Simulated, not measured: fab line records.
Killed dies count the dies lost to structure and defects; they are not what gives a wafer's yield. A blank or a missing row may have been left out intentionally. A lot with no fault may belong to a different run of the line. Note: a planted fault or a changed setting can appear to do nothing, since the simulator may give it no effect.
Comparing a struck lot with a sound one || flow nandHarc || 15 steps out of a route of 1302
Sound: wafers L869.1, L869.3, L869.4. Struck: wafer L882.2; the same lot's L882.1 was not struck, so it is left out; see the end for the cause.
Order at every step that has rows: each side's tool, ch and its chambers, its first start. Under that, the readings that differ: sound wafers || struck wafers || difference of the means || sigmas: that difference in standard deviations of wafers without a fault.
alike: readings with means less than 2 such deviations apart, plus words and numbers identical on both sides. not compared: withheld readings, readings lacking a value on some wafer, bounds such as >300 that could conceal the same value, and numbers that have no deviation in the record and whose values overlap.
Wherever a step has rows on one side only, a row that says differs or no value, or a row with sigmas, the two part there. When numbers do not overlap yet have no deviation, they are printed without sigmas and do not part them. A reading missing from all wafers of one side parts the sides only when that side holds two or more wafers.

first, 7 steps without rows for these wafers: NHARC_P_ZERO_WELL_COAT_64 (time 65 s); NHARC_P_ZERO_WELL_COAT_05 (resist thk 600 nm); NHARC_P_ZERO_WELL_SOFTBAKE_06 (time 70 s); NHARC_P_ZERO_WELL_EBR_07; NHARC_P_ZERO_WELL_EXPOSE_08 (exposes mask P ZERO, target cd 500 nm); NHARC_P_ZERO_WELL_PEB_09 (peb time 80 s); NHARC_P_ZERO_WELL_DEVELOP_10 (time 50 s).
NHARC_P_ZERO_WELL_CD_MEAS_11 targets a cd of 500 nm.
  sound on cdSem-03 ch 0, day 5 15:14; struck on cdSem-02 ch 0, day 11 01:07
  alike: cdNm
then, 1 step without rows for these wafers: NHARC_P_ZERO_WELL_HARDBAKE_12 (time 65 s).
NHARC_P_ZERO_WELL_DESCUM_13: chemistry O2, time 3 s.
  sound on rieDiel-06 ch 1,2,3, day 5 15:24; struck on rieDiel-04 ch 0, day 11 01:17
{"reading": "rfHoursCounterH (h)", "sound": "53 55 53", "struck": 22, "difference": -32, "sigmas": ""}
  alike: drypumpMotorCurrentA, oesProductAu, rfVppV, showerheadPlenumPTorr, throttleValvePct
NHARC_P_ZERO_WELL_ETCH_65: etches the open film in N2/H2, target depth 80 nm, overetch 24 nm, time 87.88 s.
  sound on rieDiel-06 ch 0,2,3, day 5 15:29; struck on rieDiel-04 ch 0, day 11 01:22
{"reading": "rfHoursCounterH (h)", "sound": "46 53 53", "struck": 22, "difference": -29, "sigmas": ""}
  alike: drypumpMotorCurrentA, oesProductAu, rfVppV, showerheadPlenumPTorr, throttleValvePct
NHARC_P_ZERO_WELL_ETCH_62: etches the open film in CHF3/Ar, target depth 13 nm, time 6.5 s.
  sound: rieDiel-06 ch 0,1,3; struck: rieDiel-04 ch 2
{"reading": "rfHoursCounterH (h)", "sound": "55 46 53", "struck": 20, "difference": -31, "sigmas": ""}
  alike: drypumpMotorCurrentA, oesProductAu, rfVppV, showerheadPlenumPTorr, throttleValvePct
NHARC_P_ZERO_WELL_ETCH_63: etches the open film in HBr/Cl2, target depth 120 nm, time 40.1 s.
  sound on rieSi-03 ch 0,1,2, day 5 15:39; struck on rieSi-04 ch 0, day 11 01:33
{"reading": "oesProductAu (a.u.)", "sound": "1.001 1.002 0.995", "struck": 0.867, "difference": -0.132, "sigmas": -14}
{"reading": "rfHoursCounterH (h)", "sound": "0.23 0.28 0.28", "struck": 0.32, "difference": "+0.06", "sigmas": ""}
{"reading": "throttleValvePct (%)", "sound": "26.411 26.392 26.392", "struck": 26.417, "difference": "+0.019", "sigmas": "+2"}
  alike: drypumpMotorCurrentA
then, 1 step without rows for these wafers: NHARC_P_ZERO_WELL_STRIP_15 (strips in SPM, time 900 s).
-- the record jumps here: 23 days lie between the struck wafers' starts before and after (it left off in module P_ZERO_WELL and takes up again in module END, whose first step shown is number 1302 of the route) --
NHARC_END_SORT_01:
  sound on prober-02 ch 0, day 28 07:38; struck on prober-02 ch 0, day 34 10:25
  alike: killedAtArray, killedAtOther, killedAtPeriphery, killedDies, killedOpen, killedShort

## WHERE THEY PART
Within this record, at NHARC_P_ZERO_WELL_ETCH_63 only. Later steps at which nothing parts them and some readings are alike: NHARC_END_SORT_01.

WHY: whatever the simulator had introduced
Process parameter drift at NHARC_P_ZERO_WELL_ETCH_63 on rieSi-04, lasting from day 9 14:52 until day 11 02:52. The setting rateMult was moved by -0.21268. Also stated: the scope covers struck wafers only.
